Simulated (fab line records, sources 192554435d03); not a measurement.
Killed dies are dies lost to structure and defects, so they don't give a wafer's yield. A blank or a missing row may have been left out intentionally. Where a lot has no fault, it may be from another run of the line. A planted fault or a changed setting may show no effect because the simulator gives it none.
Split-lot trial || flow n5_finfet || 21 wafers read across 7 lots, on a route 1938 steps long

## THE SPLIT
At N5_PASSIVATION_ETCH_54 (etches SiO2 in CHF3/O2, target depth 880 nm, time 440 s), the setting bias_w was moved away from the recipe's 170 W on 8 of the 21 wafers read, by -10.0% to +11.5%. This setting was run at the recipe's value on the other wafers.

Reading taken at the split's own step.

## THE READING
rf_vpp_V, in V, at N5_PASSIVATION_ETCH_54 (etches SiO2 in CHF3/O2, target depth 880 nm, time 440 s). A value of 524 V with a standard deviation of 8.1 V is what fault-free wafers of this fab line usually give.

{"wafer": "L077.1", "tool, chamber at the split": "rie_diel-04, 0", "bias_w as run, W": 170, "against the recipe": "recipe", "rf_vpp_V, V": 511, "against lot-mates on the recipe": "-"}
{"wafer": "L077.3", "tool, chamber at the split": "rie_diel-04, 3", "bias_w as run, W": 170, "against the recipe": "recipe", "rf_vpp_V, V": 513, "against lot-mates on the recipe": "-"}
{"wafer": "L077.5", "tool, chamber at the split": "rie_diel-04, 3", "bias_w as run, W": 170, "against the recipe": "recipe", "rf_vpp_V, V": 514, "against lot-mates on the recipe": "-"}
{"wafer": "L075.3", "tool, chamber at the split": "rie_diel-03, 1", "bias_w as run, W": 170, "against the recipe": "recipe", "rf_vpp_V, V": 532, "against lot-mates on the recipe": "-"}
{"wafer": "L075.4", "tool, chamber at the split": "rie_diel-03, 1", "bias_w as run, W": 189.5, "against the recipe": "+11.5%", "rf_vpp_V, V": 582, "against lot-mates on the recipe": "+50"}
{"wafer": "L075.5", "tool, chamber at the split": "rie_diel-03, 3", "bias_w as run, W": 189.5, "against the recipe": "+11.5%", "rf_vpp_V, V": 565, "against lot-mates on the recipe": "+33"}
{"wafer": "L080.1", "tool, chamber at the split": "rie_diel-03, 0", "bias_w as run, W": 182.1, "against the recipe": "+7.1%", "rf_vpp_V, V": 555, "against lot-mates on the recipe": "+38"}
{"wafer": "L080.3", "tool, chamber at the split": "rie_diel-03, 3", "bias_w as run, W": 170, "against the recipe": "recipe", "rf_vpp_V, V": 517, "against lot-mates on the recipe": "-"}
{"wafer": "L080.4", "tool, chamber at the split": "rie_diel-03, 1", "bias_w as run, W": 182.1, "against the recipe": "+7.1%", "rf_vpp_V, V": 564, "against lot-mates on the recipe": "+47"}
{"wafer": "L082.3", "tool, chamber at the split": "rie_diel-03, 0", "bias_w as run, W": 186.7, "against the recipe": "+9.8%", "rf_vpp_V, V": 566, "against lot-mates on the recipe": "+29"}
{"wafer": "L082.4", "tool, chamber at the split": "rie_diel-03, 2", "bias_w as run, W": 170, "against the recipe": "recipe", "rf_vpp_V, V": 537, "against lot-mates on the recipe": "-"}
{"wafer": "L082.5", "tool, chamber at the split": "rie_diel-03, 0", "bias_w as run, W": 186.7, "against the recipe": "+9.8%", "rf_vpp_V, V": 564, "against lot-mates on the recipe": "+27"}
{"wafer": "L087.4", "tool, chamber at the split": "rie_diel-06, 3", "bias_w as run, W": 170, "against the recipe": "recipe", "rf_vpp_V, V": 531, "against lot-mates on the recipe": "-"}
{"wafer": "L087.5", "tool, chamber at the split": "rie_diel-06, 3", "bias_w as run, W": 170, "against the recipe": "recipe", "rf_vpp_V, V": 531, "against lot-mates on the recipe": "-"}
{"wafer": "L087.6", "tool, chamber at the split": "rie_diel-06, 2", "bias_w as run, W": 159.3, "against the recipe": "-6.3%", "rf_vpp_V, V": 498, "against lot-mates on the recipe": -33}
{"wafer": "L091.2", "tool, chamber at the split": "rie_diel-06, 1", "bias_w as run, W": 170, "against the recipe": "recipe", "rf_vpp_V, V": 528, "against lot-mates on the recipe": "-"}
{"wafer": "L091.3", "tool, chamber at the split": "rie_diel-06, 2", "bias_w as run, W": 153, "against the recipe": "-10.0%", "rf_vpp_V, V": 482, "against lot-mates on the recipe": -44}
{"wafer": "L091.4", "tool, chamber at the split": "rie_diel-06, 2", "bias_w as run, W": 170, "against the recipe": "recipe", "rf_vpp_V, V": 524, "against lot-mates on the recipe": "-"}
{"wafer": "L090.3", "tool, chamber at the split": "rie_diel-06, 2", "bias_w as run, W": 170, "against the recipe": "recipe", "rf_vpp_V, V": 525, "against lot-mates on the recipe": "-"}
{"wafer": "L090.4", "tool, chamber at the split": "rie_diel-06, 1", "bias_w as run, W": 170, "against the recipe": "recipe", "rf_vpp_V, V": 529, "against lot-mates on the recipe": "-"}
{"wafer": "L090.6", "tool, chamber at the split": "rie_diel-06, 1", "bias_w as run, W": 170, "against the recipe": "recipe", "rf_vpp_V, V": 529, "against lot-mates on the recipe": "-"}

THE FIT
A straight line over all 21 wafers: rf_vpp_V changes by +4.29 V for each +1% of bias_w; r = +0.96; the points scatter about the line by 7.5 V.
The same after taking each lot's own level away (the mean of its wafers on the recipe; 21 wafers): +3.99 V for each +1%; r = +0.95; scatter 7.1 V.
On that fit, the largest move of bias_w shifts the reading by 46 V.
The lots' own levels span 512.7 to 537.0 V, that is 3.0 times the standard deviation above.
The two slopes agree, so the slope changes little with the lot-to-lot level.
Check: +43.9 V against its lot-mates is what the line predicts for one of the wafers moved furthest among these (+11.5%) when that wafer is left out of the fit. Against them it came out at +50 V.
Tool readings at the split's step, against how far the setting was moved: rf_vpp_V r = +0.96.

## THE OTHER SPLITS THESE WAFERS WENT THROUGH
Note: prior to the reading, these wafers also went through further splits. Each is held against what the fit with the lots' levels taken away leaves over:
{"other split on the same wafers": "N5_BEOL_M15_PEB_26 peb_time_s", "wafers away from the commonest value": 6, "r with rf_vpp_V (lot level and that fit taken away)": -0.30}
{"other split on the same wafers": "N5_BEOL_M15_ETCH_61 time_s", "wafers away from the commonest value": 10, "r with rf_vpp_V (lot level and that fit taken away)": "+0.03"}
{"other split on the same wafers": "N5_MIM_TOP_SPUTTER_03 time_s", "wafers away from the commonest value": 8, "r with rf_vpp_V (lot level and that fit taken away)": -0.10}
{"other split on the same wafers": "N5_PASSIVATION_PASS_ETCH_47 source_w", "wafers away from the commonest value": 7, "r with rf_vpp_V (lot level and that fit taken away)": -0.30}

## THE WHOLE CHAIN: every reading that the file lists as answering this split, in the file's order
{"step": "N5_PASSIVATION_ETCH_54", "what it does": "etches SiO2 in CHF3/O2, target depth 880 nm, time 440 s", "reading": "rf_vpp_V", "change (the file's fit)": "+4.06 V for each +1% of the setting", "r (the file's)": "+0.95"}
{"step": "N5_PASSIVATION_ETCH_54", "what it does": "etches SiO2 in CHF3/O2, target depth 880 nm, time 440 s", "reading": "etch.depth_nm (the simulator's own value, which no gauge read)", "change (the file's fit)": "+2.9 nm for each +1% of the setting", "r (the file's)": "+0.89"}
{"step": "N5_PASSIVATION_ETCH_54", "what it does": "etches SiO2 in CHF3/O2, target depth 880 nm, time 440 s", "reading": "PASSIVATION.feature_depth_nm (the simulator's own value, which no gauge read)", "change (the file's fit)": "+2.9 nm for each +1% of the setting", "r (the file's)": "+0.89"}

## THE FILE'S OWN FIT
rf_vpp_V changes by +4.06 V for each +1% of bias_w, r = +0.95.
